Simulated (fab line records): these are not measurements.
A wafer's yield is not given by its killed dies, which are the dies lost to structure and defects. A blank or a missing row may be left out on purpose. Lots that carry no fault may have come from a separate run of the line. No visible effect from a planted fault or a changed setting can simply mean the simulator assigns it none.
Matching of chambers    flow n5 finfet    rie diel-05 running N5_BEOL_M0_SAQP_ETCH_49: 4 sister chambers
The step etches SiO2 in CF4/O2, target depth 37 nm. 14 wafers are shown with their chamber, then 7 later ones without.

## WAFERS, EACH WITH ITS CHAMBER
wafer   chamber  showerhead plenum p Torr (Torr)  throttle valve pct (%)  rf vpp V (V)
L076.3  3        2.29                             15.98                   242
L076.4  0        2.14                             15.88                   239
L076.6  2        2.28                             16.40                   251
L075.1  0        2.14                             15.87                   239
L075.2  3        2.29                             16.01                   243
L075.6  1        2.25                             15.84                   253
L081.1  3        2.29                             16.01                   244
L081.2  0        2.13                             15.90                   239
L081.3  3        2.29                             16.01                   245
L082.1  3        2.29                             16.01                   245
L082.2  0        2.13                             15.89                   239
L082.3  1        2.25                             15.83                   251
L085.1  3        2.29                             16.03                   244
L085.4  3        2.29                             16.03                   243

SIGNATURES, as means of the wafers listed above
reading                   chamber 0  chamber 1  chamber 2  chamber 3  scatter within a chamber
showerhead plenum p Torr  2.1350     2.2500     2.2800     2.2900     0.00316
throttle valve pct        15.8850    15.8350    16.4000    16.0114    0.015
rf vpp V                  239.00     252.00     251.00     243.71     0.971
Rule: for a wafer and a chamber, the distance is found by dividing, reading by reading, the gap between the wafer's reading and the chamber's mean by the reading's scatter, squaring, summing and taking the root. The wafer belongs to the nearest chamber; if the next one is less than 2 further off, it can't be placed. How the scatter is found: for the shown wafers, subtract from each reading the mean of its chamber, square and add these, divide the total by (wafers less chambers), then take the root.

## WAFERS WITH NO CHAMBER GIVEN
wafer   showerhead plenum p Torr (Torr)  throttle valve pct (%)  rf vpp V (V)
L085.6  2.13                             15.89                   237
L086.1  2.27                             15.95                   242
L086.4  2.25                             15.32                   252
L086.5  2.25                             15.32                   252
L094.3  2.28                             16.04                   244
L094.5  2.13                             15.93                   238
L094.6  2.24                             15.34                   252

## CHAMBER TAKEN BY EACH
wafer    from the rows above   in truth
L085.6   0                     0
L086.1   3                     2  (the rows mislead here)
L086.4   1                     1
L086.5   1                     1
L094.3   3                     3
L094.5   0                     0
L094.6   1                     1
Correctly placed: 6 of 7. Not placeable from these rows: 0. 1 placed wrongly.
